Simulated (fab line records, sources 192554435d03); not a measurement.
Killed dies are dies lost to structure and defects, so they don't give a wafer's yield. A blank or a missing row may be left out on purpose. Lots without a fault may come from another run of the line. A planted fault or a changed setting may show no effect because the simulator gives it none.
One fault seen from 2 desks | flow n5_finfet | each desk has only its own numbers; what lay behind them comes last

THE TOOL OWNER'S DESK: implanter-01
The tool's own readings at N5_WELL_APT_IMPLANT_32: means of the sampled wafers that have a number, for each lot that ran on this tool. A lot is out of limits, marked OUT, if its mean lies more than 4 standard deviations from the usual mean; the brackets give that distance.
Columns: A = dose_ions_cm2 at N5_WELL_APT_IMPLANT_32, usual 2e+13; B = faraday_current_uA at N5_WELL_APT_IMPLANT_32, usual 255
lot  | first seen here | A                       | B
L196 | day 2 21:34     | 2e+13                   | 257
L203 | day 4 15:20     | 2e+12 (-99 or more) OUT | 26 (-45) OUT
L205 | day 5 03:41     | 2e+12 (-99 or more) OUT | 25 (-45) OUT
This desk's finding: out of limits on L203, L205; first on L203, day 4 15:20 (dose_ions_cm2 at N5_WELL_APT_IMPLANT_32). In limits: L196.

THE METROLOGY DESK
What the gauges read, lot by lot, whatever tool the lot ran on: means of the sampled wafers that have a number. A lot is out of limits, marked OUT, if its mean lies more than 4 standard deviations from the usual mean; the brackets give that distance. Of its 15 readings 7 are shown: the one that was out of limits first, and those that lie furthest out on some lot.
Columns: A = CJ_N at N5_BEOL_M4_RC_MEAS_101, usual 4.32; B = DIBL_N at N5_BEOL_M4_RC_MEAS_101, usual 36.0 mV/V; C = IOFF_N at N5_BEOL_M4_RC_MEAS_101, usual 0.16 nA/um; D = IOFF_N_85C at N5_BEOL_M4_RC_MEAS_101, usual 3.1 nA/um; E = IOFF_N_LIN at N5_BEOL_M4_RC_MEAS_101, usual 0.073 nA/um; F = RS_PWELL at N5_BEOL_M4_RC_MEAS_101, usual 3005 ohm/sq; G = SS_N at N5_BEOL_M4_RC_MEAS_101, usual 71.4 mV/dec
lot  | first seen here | A              | B              | C                      | D              | E                | F               | G
L196 | day 10 20:44    | 4.46           | 35.9           | 0.17                   | 3.2            | 0.073            | 3024            | 71.6
L203 | day 12 07:17    | 1.41 (-29) OUT | 66.8 (+14) OUT | 3.77 (+99 or more) OUT | 43.7 (+71) OUT | 0.219 (+11) OUT  | 3171 (+6.9) OUT | 103.1 (+46) OUT
L205 | day 13 14:07    | 1.39 (-29) OUT | 65.0 (+13) OUT | 3.45 (+94) OUT         | 39.9 (+65) OUT | 0.192 (+9.1) OUT | 3191 (+7.8) OUT | 103.1 (+46) OUT
L211 | day 14 03:54    | 4.35           | 36.3           | 0.16                   | 3.0            | 0.074            | 2976            | 71.2
This desk's finding: out of limits on L203, L205; first on L203, day 12 07:17 (CJ_N at N5_BEOL_M4_RC_MEAS_101). In limits: L196, L211.

PUT TOGETHER
The tool owner's desk could have raised an alarm at day 4 15:20, on L203, L205.
The metrology desk could have raised an alarm at day 12 07:17, on L203, L205.
Of the lots named, all ran N5_WELL_APT_IMPLANT_32 on implanter-01.

WHAT THE SIMULATOR HAD PUT IN
Process parameter drift: implanter-01, from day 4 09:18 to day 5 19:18, at N5_WELL_APT_IMPLANT_32. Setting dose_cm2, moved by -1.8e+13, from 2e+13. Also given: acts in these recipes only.
Lots struck among those shown: L203, L205.
Hours from the fault's start to each desk's first reading out of limits: the tool owner's desk, 6; the metrology desk, 190.
